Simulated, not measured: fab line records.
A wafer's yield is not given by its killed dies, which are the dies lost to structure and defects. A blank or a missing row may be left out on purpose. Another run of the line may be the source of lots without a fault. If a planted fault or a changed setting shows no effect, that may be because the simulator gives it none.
Struck lot and sound lot, side by side :: flow n5-finfet :: 15 steps out of a route of 1938
Sound: wafers L718.2, L718.3, L718.6. The struck wafers were L721.3, L721.5, L721.6. The cause is named last.
Per side, at each step with rows, come the tool, then ch with its chambers, and then its first start. Under that, the readings that differ: sound wafers :: struck wafers :: difference of the means :: sigmas: that difference in standard deviations of wafers without a fault.
alike: readings with means less than 2 such deviations apart, plus words and numbers identical on both sides. not compared: withheld readings, readings lacking a value on some wafer, bounds such as >300 that could conceal the same value, and numbers that have no deviation in the record and whose values overlap.
Wherever a step has rows on one side only, a row that says differs or no value, or a row with sigmas, the two part there. Numbers that don't overlap but have no deviation are shown without sigmas and don't part them. A reading that every wafer of one side lacks parts them only if that side has two wafers or more.

first, 3 steps without rows for these wafers: N5_HKMG_FIN_STRIP_33 (strips in N2/H2); N5_HKMG_FIN_STRIP_34 (strips in CF4); N5_HKMG_FIN_ETCH_35 (etches SOC in N2/H2, target depth 215.8 nm, time 243.4 s).
N5_HKMG_FIN_STRIP_92: strips SOC in N2/H2, time 20 s.
  sound on rie-diel-05 ch 0,1,2, day 4 10:55; struck on rie-diel-02 ch 2,3, day 4 22:39
  alike: drypump-motor-current-A, oes-product-au, rf-vpp-V, showerhead-plenum-p-Torr, throttle-valve-pct
  not compared: rf-hours-counter-h
then, 1 step without rows for these wafers: N5_HKMG_FIN_WET_ETCH_18 (etches TiN in SC1, time 55 s, target depth 5.2 nm, rinse time 30 s).
N5_HKMG_FIN_STRIP_19: strips in N2/H2, time 360 s.
  sound on plasma-asher-02 ch 0,1, day 4 11:04; struck on plasma-asher-01 ch 0,1, day 4 22:55
  alike: drypump-motor-current-A, heater-power-w
  not compared: rf-hours-counter-h
N5_HKMG_FIN_ALD_91: deposits TiN, target thk 1 nm, pulse time 1 s, purge time 3 s.
  sound on ald-metal-01 ch 1,3, day 4 11:26; struck on ald-metal-01 ch 0,2,3, day 4 23:11
  alike: ald-cycles, heater-power-w, precursor-pulse-height-rel
then, 1 step without rows for these wafers: N5_HKMG_FIN_COAT_85 (time 60 s, resist thk 300 nm).
N5_HKMG_FIN_ETCH_86: etches SOC in N2/H2, stops on TiN, target depth 393.2 nm.
  sound on rie-diel-02 ch 0,2, day 4 11:47; struck on rie-diel-02 ch 1,2,3, day 4 23:31
  alike: drypump-motor-current-A, oes-product-au, rf-vpp-V, showerhead-plenum-p-Torr, throttle-valve-pct
  not compared: rf-hours-counter-h
N5_HKMG_FIN_STRIP_89: strips SOC in N2/H2, time 20 s.
  sound on rie-diel-02 ch 0,2, day 4 11:50; struck on rie-diel-02 ch 1,2,3, day 4 23:35
  alike: drypump-motor-current-A, oes-product-au, rf-vpp-V, showerhead-plenum-p-Torr, throttle-valve-pct
  not compared: rf-hours-counter-h
then, 2 steps without rows for these wafers: N5_HKMG_FIN_WET_ETCH_87 (etches TiN in SC1, time 154.2 s, target depth 4.7 nm, rinse time 30 s); N5_HKMG_FIN_STRIP_88 (strips in N2/H2, time 360 s).
N5_HKMG_FIN_NWFM_ALD_20: deposits TiAlC, target thk 2 nm, pulse time 3 s, purge time 2 s.
  sound on ald-metal-01 ch 0,2, day 4 12:25; struck on ald-metal-01 ch 0,3, day 5 00:10
reading: ald-cycles
sound: 7 7 7
struck: 3 3 3
difference: -4
sigmas: 

reading: model.TiAlC_of_HKMG_FIN_NWFM_ALD_20.thk-nm (nm)
sound: 2 2 2
struck: 0.8 0.8 0.8
difference: -1.2
sigmas: 
  alike: heater-power-w, precursor-pulse-height-rel
then, 2 steps without rows for these wafers: N5_HKMG_FIN_ALD_71 (deposits TiN, target thk 1 nm, pulse time 1 s, purge time 3 s); N5_PASSIVATION_PROBE_49.

== WHERE THEY PART ==
Nowhere in this record.

WHY: what the simulator had put in
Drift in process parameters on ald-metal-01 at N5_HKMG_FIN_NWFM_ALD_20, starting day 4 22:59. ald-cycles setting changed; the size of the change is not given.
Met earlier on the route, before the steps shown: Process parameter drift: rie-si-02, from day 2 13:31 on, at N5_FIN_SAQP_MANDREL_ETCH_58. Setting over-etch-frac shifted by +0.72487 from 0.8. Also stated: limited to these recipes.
